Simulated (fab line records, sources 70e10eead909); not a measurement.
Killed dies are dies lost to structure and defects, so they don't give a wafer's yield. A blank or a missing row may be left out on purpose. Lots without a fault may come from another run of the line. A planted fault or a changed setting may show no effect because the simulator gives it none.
fab line records | flow nand_harc
record lots=13 wafers=39 last_day=34
route steps=1302 shown A_STAIRCASE@831 END@1302
lots that met no fault: from a run of the same line without faults
start_h: hours from the record's first day to the start of the lot's first wafer shown | wait_h: hours since the lot's step before | " the same as in the row above | L1.1+2: a row that stands for several wafers | - no value, or no start given | * or withheld: withheld | < > ~ a bound
route shown NAME@n: a module of which the file shows steps, and the number in the route of the first | usual: mean/standard deviation of fault-free wafers | same: alike in all rows | chamber/n: place in a boat | sites: the reading at each site | _std_site: their standard deviation | _edge_site: outer sites' mean less inner sites' | radius_mm: how far each site lies from the wafer's centre | mask NAME#n: copy n | behind: the tool/chamber that last shaped the wafer | hold: why the lot was held/for how many hours/how that ended | device: the transistor (n, p or np) that didn't switch | end of line: the same wafers' tests at the end of the route | a step without rows: its recipe alone | killed: dies lost to structure and defects at the first sort, not the wafer's yield | map: a wafer's dies, x killed, . not, _ none there
set.NAME: the setting as run; set.NAME@STEP: as run at that earlier step | model.NAME: the simulator's own value behind a step, which no gauge read
steps of the route over a sample of lots; a table a step, a row a wafer
services: from which hour (start_h, from the record's first day; less than 0 if before it) a tool's chamber was out of use, for how many hours, and why
## steps
# step NHARC_A_STAIRCASE_ETCH_313
# recipe cf4_flow_sccm=100 chf3_flow_sccm=30 ar_flow_sccm=0 rf_w=500 bias_w=200 chemistry=CF4/CHF3
# usual cf4_flow_sccm=100.00/0.3 drypump_motor_current_A=5.7/0.46 oes_product_au=0.933/0.014 rf_vpp_V=371.0/2.4 showerhead_plenum_p_Torr=1.59/0.07 throttle_valve_pct=16.803/0.01
# columns lot.wafer tool chamber start_h wait_h cf4_flow_sccm drypump_motor_current_A oes_product_au rf_hours_counter_h rf_vpp_V showerhead_plenum_p_Torr throttle_valve_pct
L143.4 rie_diel-09 0 413.28 0.1 99.62 6.0 0.941 27 367.5 1.50 16.804
L143.2 " 1 " " 100.27 6.2 0.940 32 374.8 1.66 16.797
L143.6 " 3 " " 99.89 5.8 0.940 - 370.6 1.59 16.788
L142.1 rie_diel-12 1 420.22 0.1 99.94 5.2 0.948 51 375.0 1.69 16.792
L142.4 " 3 " " 100.21 5.1 0.952 39 367.4 1.50 16.794
L142.5 " 2 " " 100.27 5.7 0.945 - 372.8 1.60 16.816
L144.1 rie_diel-09 3 436.82 0.1 100.10 5.7 0.936 37 370.9 1.58 16.812
L144.2 " 0 " " 99.70 6.0 0.941 38 368.8 1.50 16.809
L144.4 " 3 " " 100.10 5.8 0.928 - 371.8 1.58 16.806
L145.1 rie_diel-05 3 446.94 0.1 100.01 5.2 0.912 12 367.9 1.51 16.813
L145.2 " 2 " " 100.47 6.7 0.936 6 369.8 1.55 16.807
L145.6 " 0 " " 99.99 5.4 0.940 - 370.3 1.60 16.788
L147.4 rie_diel-05 1 463.68 0.1 99.68 5.2 0.917 21 368.7 1.50 16.799
L147.5 " 2 " " 99.91 6.7 0.936 - 369.8 1.55 16.795
L147.6 " 3 " " 100.64 5.2 0.925 - 370.5 1.51 16.809
L148.3 rie_diel-09 1 472.22 0.1 100.31 6.2 0.937 56 372.7 1.66 16.811
L148.6 " 0 " " 100.26 6.0 0.945 - 369.5 1.50 16.816
L148.5 " 1 " " 100.10 6.2 0.938 - 373.7 1.66 16.814
L149.2 rie_diel-12 0 490.65 0.1 99.97 6.1 0.926 11 374.1 1.66 16.814
L149.5 " 2 " " 100.20 5.6 0.930 - 371.4 1.60 16.800
L149.6 " 3 " " 100.25 5.1 0.940 - 369.0 1.49 16.802
L151.1 rie_diel-12 0 512.40 0.1 99.97 6.1 0.932 16 372.8 1.66 16.811
L151.3 " 1 " " 100.30 5.2 0.944 16 373.9 1.68 16.787
L151.6 " 3 " " 99.52 5.1 0.940 - 367.1 1.49 16.804
L157.4 rie_diel-12 1 570.58 0.1 100.02 5.2 0.932 32 372.4 1.68 16.791
L157.1 " 2 " " 99.85 5.6 0.933 33 372.3 1.59 16.809
L157.2 " 3 " " 99.41 5.1 0.929 35 368.5 1.49 16.792
L158.3 rie_diel-09 1 573.83 0.1 100.11 6.2 0.905 29 371.7 1.65 16.803
L158.4 " 0 " " 100.06 6.0 0.931 27 367.5 1.49 16.788
L158.5 " 1 " " 99.72 6.2 0.912 - 373.5 1.65 16.808
L161.1 rie_diel-09 0 600.14 0.1 100.07 6.0 0.949 38 368.4 1.48 16.801
L161.2 " 1 " " 100.51 6.2 0.930 40 373.7 1.64 16.796
L161.5 " 1 " " 100.37 6.2 0.922 - 373.5 1.64 16.808
L160.4 rie_diel-12 2 604.42 0.1 100.04 5.6 0.935 43 369.9 1.59 16.794
L160.6 " 1 " " 99.78 5.2 0.942 - 373.3 1.67 16.802
L160.5 " 2 " " 99.69 5.7 0.932 - 370.8 1.59 16.799
L162.4 rie_diel-09 2 625.21 0.3 99.88 6.1 0.906 47 373.9 1.66 16.812
L162.2 " 3 " " 100.39 5.8 0.925 46 370.9 1.57 16.834
L162.6 " 1 " " 100.16 6.2 0.932 - 371.8 1.64 16.803
# step NHARC_A_STAIRCASE_DEP_417
# recipe target_thk_a=600 step_coverage_pct=20 temp_c=400 target_thk_nm=60 flow_sccm=200 rf_w=450 material=Si3N4
# usual heater_power_w=756/89
# columns lot.wafer tool chamber start_h wait_h heater_power_w
L143.2 pecvd-04 2 417.40 - 853
L143.6 " 2 " " 833
L143.4 " 0 " " 891
L142.1 pecvd-02 0 424.38 - 728
L142.4 " 0 " " 708
L142.5 " 0 " " 708
L144.2 pecvd-04 2 441.23 - 854
L144.1 " 0 " " 895
L144.4 " 0 " " 903
L145.1 pecvd-02 2 451.15 - 665
L145.2 " 0 " " 777
L145.6 " 0 " " 762
L147.4 pecvd-04 1 469.87 - 714
L147.5 " 2 " " 765
L147.6 " 0 " " 801
L148.3 pecvd-04 1 476.27 - 768
L148.5 " 1 " " 762
L148.6 " 2 " " 816
L149.2 pecvd-02 1 496.01 - 700
L149.6 " 2 " " 726
L149.5 " 1 " " 736
L151.3 pecvd-02 1 516.66 - 736
L151.1 " 2 " " 614
L151.6 " 1 " " 723
L157.1 pecvd-03 1 574.61 - 622
L157.2 " 0 " " 723
L157.4 " 1 " " 633
L158.3 pecvd-02 0 579.73 - 725
L158.4 " 1 " " 864
L158.5 " 2 " " 731
L161.1 pecvd-03 0 604.19 - 737
L161.2 " 1 " " 615
L161.5 " 2 " " 783
L160.4 pecvd-03 2 611.40 - 723
L160.6 " 0 " " 866
L160.5 " 1 " " 638
L162.2 pecvd-03 2 631.22 - 704
L162.6 " 1 " " 581
L162.4 " 0 " " 739
# step NHARC_A_STAIRCASE_DEP_151
# recipe target_thk_a=72000 temp_c=400 target_thk_nm=7200 teos_flow_sccm=200 rf_w=500 material=SiO2
# usual heater_power_w=683/98 mfc_precursor_sccm=200.0/0.66
# columns lot.wafer tool chamber start_h wait_h heater_power_w mfc_precursor_sccm
L143.2 pecvd-02 2 428.74 0.4 628 199.3
L143.4 " 0 " " 607 200.9
L143.6 " 2 " " 594 199.6
L142.1 pecvd-04 2 435.63 0.5 837 200.0
L142.4 " 2 " " 701 200.7
L142.5 " 0 " " 763 200.1
L144.2 pecvd-02 1 452.03 0.4 722 199.9
L144.1 " 2 " " 677 199.9
L144.4 " 2 " " 592 200.5
L145.2 pecvd-02 1 462.92 0.4 725 200.5
L145.1 " 2 " " 681 200.4
L145.6 " 0 " " 613 199.1
L147.4 pecvd-03 1 481.25 0.7 496 199.9
L147.6 " 2 " " 627 199.7
L147.5 " 0 " " 665 199.8
L148.3 pecvd-04 0 487.27 0.6 954 199.0
L148.6 " 1 " " 604 200.2
L148.5 " 2 " " 651 199.1
L149.2 pecvd-04 2 505.39 0.4 812 199.5
L149.5 " 0 " " 772 199.7
L149.6 " 1 " " 610 200.9
L151.1 pecvd-04 2 527.58 0.5 695 200.1
L151.3 " 0 " " 913 200.2
L151.6 " 1 " " 610 200.1
L157.2 pecvd-02 1 585.60 0.4 823 200.4
L157.1 " 0 " " 625 200.2
L157.4 " 0 " " 613 200.4
L158.3 pecvd-03 0 591.04 0.4 836 201.0
L158.4 " 0 " " 690 200.4
L158.5 " 1 " " 496 199.9
L161.1 pecvd-04 0 619.12 0.5 833 199.0
L161.2 " 1 " " 701 200.0
L161.5 " 0 " " 775 200.1
L160.4 pecvd-03 1 619.31 0.7 507 198.5
L160.5 " 2 " " 648 199.2
L160.6 " 0 " " 700 200.3
L162.2 pecvd-03 0 642.18 0.5 781 200.2
L162.6 " 0 " " 693 200.2
L162.4 " 1 " " 505 200.6
# step NHARC_A_STAIRCASE_DEP_325
# recipe target_thk_a=72000 temp_c=400 target_thk_nm=7200 teos_flow_sccm=200 rf_w=500 material=SiO2
# usual heater_power_w=674/98 mfc_precursor_sccm=200.1/0.57
# columns lot.wafer tool chamber start_h wait_h heater_power_w mfc_precursor_sccm
L143.2 pecvd-02 1 448.85 0.3 777 200.7
L143.6 " 2 " " 596 199.9
L143.4 " 1 " " 671 200.1
L142.1 pecvd-03 1 448.85 0.3 600 199.9
L142.4 " 2 " " 658 200.5
L142.5 " 0 " " 659 200.5
L144.1 pecvd-03 2 467.07 0.1 709 199.5
L144.2 " 1 " " 618 199.1
L144.4 " 0 " " 673 200.2
L145.2 pecvd-03 2 479.51 0.2 674 200.6
L145.1 " 0 " " 718 199.6
L145.6 " 2 " " 638 200.3
L147.5 pecvd-03 0 495.65 0.3 669 199.2
L147.4 " 1 " " 490 200.1
L147.6 " 2 " " 643 199.3
L148.3 pecvd-04 2 507.06 0.3 792 199.9
L148.6 " 0 " " 778 200.1
L148.5 " 1 " " 614 200.4
L149.2 pecvd-03 1 520.02 0.2 564 199.4
L149.5 " 0 " " 674 199.6
L149.6 " 2 " " 640 199.6
L151.1 pecvd-02 0 544.26 0.2 628 200.2
L151.3 " 1 " " 672 200.0
L151.6 " 0 " " 614 200.3
L157.2 pecvd-02 1 607.02 0.1 817 200.1
L157.1 " 2 " " 606 193.2
L157.4 " 1 " " 670 200.2
L158.3 pecvd-03 0 607.09 0.1 895 199.5
L158.4 " 0 " " 693 199.8
L158.5 " 2 " " 656 199.8
L161.1 pecvd-03 1 634.78 0.1 645 199.9
L161.2 " 2 " " 678 200.5
L161.5 " 0 " " 706 200.7
L160.5 pecvd-02 0 635.07 0.4 616 200.8
L160.6 " 1 " " 683 199.4
L160.4 " 2 " " 537 194.0
L162.2 pecvd-03 0 658.23 0.3 759 200.3
L162.4 " 2 " " 647 199.4
L162.6 " 0 " " 707 199.3
# step NHARC_END_SORT_01
# recipe temp_c=25
# usual killed_at_array=59/16 killed_at_other=0.7/1.1 killed_at_periphery=4/3 killed_dies=64/16 killed_open=3.4/1.8 killed_short=2.6/1.7
# same gross_dies=677
# columns lot.wafer tool chamber start_h wait_h killed_at_array killed_at_other killed_at_periphery killed_dies killed_open killed_short
L142.1 prober-01 0 594.74 2.5 75 1 3 79 4 3
L142.4 prober-01 0 597.16 3.4 68 0 3 71 5 4
L142.5 prober-01 0 597.97 3.7 81 0 1 82 4 3
L148.3 prober-01 0 653.94 3.1 57 0 1 58 3 2
L148.5 prober-01 0 655.52 3.7 66 0 2 68 1 2
L148.6 prober-01 0 656.31 3.9 66 0 2 68 1 4
L151.1 prober-02 0 684.00 2.5 49 0 2 51 5 3
L151.3 prober-02 0 685.58 3.1 60 0 1 61 5 4
L151.6 prober-02 0 687.96 4.0 51 0 2 53 3 2
L157.1 prober-01 0 746.39 2.5 77 1 3 81 3 3
L157.2 prober-01 0 747.19 2.8 73 1 5 79 6 2
L157.4 prober-01 0 748.79 3.4 79 1 1 81 2 2
# killed by level:class
L142.1 A_CHANNEL_HOLE_D1:chamber_film_flake=31 A_SLIT:chamber_film_flake=18 A_CHANNEL_HOLE_D2:chamber_film_flake=10 A_CONTACT:chamber_film_flake=4 A_STAIRCASE:chamber_film_flake=3 A_ONON_D1:geometric_particle:open=2 A_CHANNEL_FILL_D2:chamber_film_flake=2 P_GATE:geometric_particle:short=1
L142.4 A_CHANNEL_HOLE_D1:chamber_film_flake=33 A_SLIT:chamber_film_flake=11 A_CHANNEL_HOLE_D2:chamber_film_flake=9 A_STAIRCASE:chamber_film_flake=3 A_CONTACT:chamber_film_flake=3 A_WL_FILL:chamber_film_flake=2 P_STI:geometric_particle:open=1 P_GATE:geometric_particle:open=1
L142.5 A_CHANNEL_HOLE_D1:chamber_film_flake=35 A_SLIT:chamber_film_flake=21 A_CHANNEL_HOLE_D2:chamber_film_flake=6 A_STAIRCASE:chamber_film_flake=4 A_CONTACT:chamber_film_flake=3 A_DECK1_JOINT:geometric_particle:short=2 A_WL_FILL:geometric_particle:open=2 A_ZERO_WELL:chamber_film_flake=2
L148.3 A_CHANNEL_HOLE_D1:chamber_film_flake=27 A_CHANNEL_HOLE_D2:chamber_film_flake=15 A_STAIRCASE:chamber_film_flake=3 A_CONTACT:chamber_film_flake=2 A_CHANNEL_FILL_D2:chamber_film_flake=2 A_SLIT:chamber_film_flake=2 A_SOURCE_PLATE:geometric_particle:open=1 A_CHANNEL_FILL_D1:geometric_particle:short=1
L148.5 A_CHANNEL_HOLE_D1:chamber_film_flake=32 A_CHANNEL_HOLE_D2:chamber_film_flake=17 A_CONTACT:chamber_film_flake=6 A_SLIT:chamber_film_flake=3 A_CHANNEL_FILL_D2:chamber_film_flake=2 A_STAIRCASE:chamber_film_flake=2 A_CHANNEL_HOLE_D2:geometric_particle:short=1 A_CHANNEL_FILL_D2:geometric_particle:short=1
L148.6 A_CHANNEL_HOLE_D1:chamber_film_flake=36 A_CHANNEL_HOLE_D2:chamber_film_flake=15 A_CONTACT:chamber_film_flake=3 P_M2:chamber_film_flake=2 A_STAIRCASE:chamber_film_flake=2 A_SOURCE_PLATE:geometric_particle:short=1 A_CHANNEL_FILL_D1:geometric_particle:open=1 A_DECK1_JOINT:geometric_particle:short=1
L151.1 A_CHANNEL_HOLE_D1:chamber_film_flake=37 A_SOURCE_PLATE:geometric_particle:open=2 P_GATE:geometric_particle:short=1 A_CHANNEL_FILL_D1:geometric_particle:short=1 A_SGD_CUT:geometric_particle:short=1 A_SGD_CUT:geometric_particle:open=1 A_M0:geometric_particle:open=1 A_M1:geometric_particle:open=1
L151.3 A_CHANNEL_HOLE_D1:chamber_film_flake=42 A_CONTACT:chamber_film_flake=5 A_STAIRCASE:chamber_film_flake=3 A_CHANNEL_FILL_D1:geometric_particle:open=2 A_ONON_D1:geometric_particle:short=1 A_DECK1_JOINT:geometric_particle:open=1 A_CHANNEL_HOLE_D2:geometric_particle:short=1 A_SGD_CUT:geometric_particle:short=1
L151.6 A_CHANNEL_HOLE_D1:chamber_film_flake=34 A_STAIRCASE:chamber_film_flake=4 A_SLIT:chamber_film_flake=3 A_SGD_CUT:chamber_film_flake=2 A_CONTACT:chamber_film_flake=2 P_CONTACT:geometric_particle:open=1 A_CHANNEL_FILL_D1:geometric_particle:short=1 A_DECK1_JOINT:geometric_particle:open=1
L157.1 A_SLIT:chamber_film_flake=34 A_CHANNEL_HOLE_D1:chamber_film_flake=30 A_CONTACT:chamber_film_flake=5 P_M0:geometric_particle:open=1 P_M2:geometric_particle:short=1 A_CHANNEL_HOLE_D1:geometric_particle:short=1 A_DECK1_JOINT:geometric_particle:open=1 A_DECK1_JOINT:geometric_particle:short=1
L157.2 A_CHANNEL_HOLE_D1:chamber_film_flake=37 A_SLIT:chamber_film_flake=19 A_CONTACT:chamber_film_flake=8 A_ZERO_WELL:chamber_film_flake=3 P_STI:geometric_particle:open=1 P_CONTACT:geometric_particle:short=1 P_CONTACT:geometric_particle:open=1 A_DECK1_JOINT:geometric_particle:open=1
L157.4 A_CHANNEL_HOLE_D1:chamber_film_flake=38 A_SLIT:chamber_film_flake=23 A_CONTACT:chamber_film_flake=9 A_STAIRCASE:chamber_film_flake=3 P_CONTACT:geometric_particle:open=1 A_ONON_D1:geometric_particle:short=1 A_DECK1_JOINT:geometric_particle:open=1 A_DECK1_JOINT:geometric_particle:short=1
## services
# columns tool chamber start_h hours kind
pecvd-04 0 394.08 12.4 repair
rie_diel-05 - 406.60 9.0 pm
pecvd-02 - 408.69 13.0 pm
pecvd-04 - 409.51 1.6 repair
pecvd-03 - 412.51 0.6 repair
pecvd-02 1 421.80 10.9 repair
pecvd-03 1 429.60 10.7 repair
rie_diel-09 2 436.62 4.4 repair
rie_diel-12 - 446.93 9.0 pm
pecvd-04 - 450.12 13.0 pm
rie_diel-12 0 476.15 8.5 repair
rie_diel-09 - 497.12 9.0 pm
rie_diel-05 1 526.54 6.4 repair
pecvd-04 - 538.78 0.7 repair
rie_diel-05 - 541.85 0.6 repair
rie_diel-09 3 542.58 2.1 repair
rie_diel-05 - 544.38 0.7 repair
pecvd-03 - 547.00 13.0 pm
rie_diel-12 - 551.43 0.1 repair
rie_diel-05 - 583.60 9.0 pm
pecvd-02 - 589.69 13.0 pm
rie_diel-12 - 623.93 9.0 pm
pecvd-04 - 627.08 1.0 repair
pecvd-04 - 631.12 13.0 pm
## key
first_sign step=NHARC_A_STAIRCASE_DEP_325 reading=mfc_precursor_sccm direction=down sigmas=11 usual=200.1 struck=193.6
effect none on later readings
met_at NHARC_A_STAIRCASE_DEP_325
struck_lots L157,L160
struck_wafers L157.1,L160.4
tester_left_out L157,L160
not_acting_at NHARC_A_STAIRCASE_ETCH_313,NHARC_A_STAIRCASE_DEP_417,NHARC_A_STAIRCASE_DEP_151
onset_between 448.85 607.02
fault kind=process_parameter_drift tool=pecvd-02 chamber=2 onset_h=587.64 steps=NHARC_A_STAIRCASE_DEP_325 channel=teos_flow_sccm offset=* shape=step end_h=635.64 acts_in=* stated=*
# tester_left_out: of these lots the tester's yield and bins aren't shown, on N5 and GAA mostly nor the transistor test; their killed dies are dies lost to structure and defects alone, not to doping, threshold or leakage, so they don't give the yield
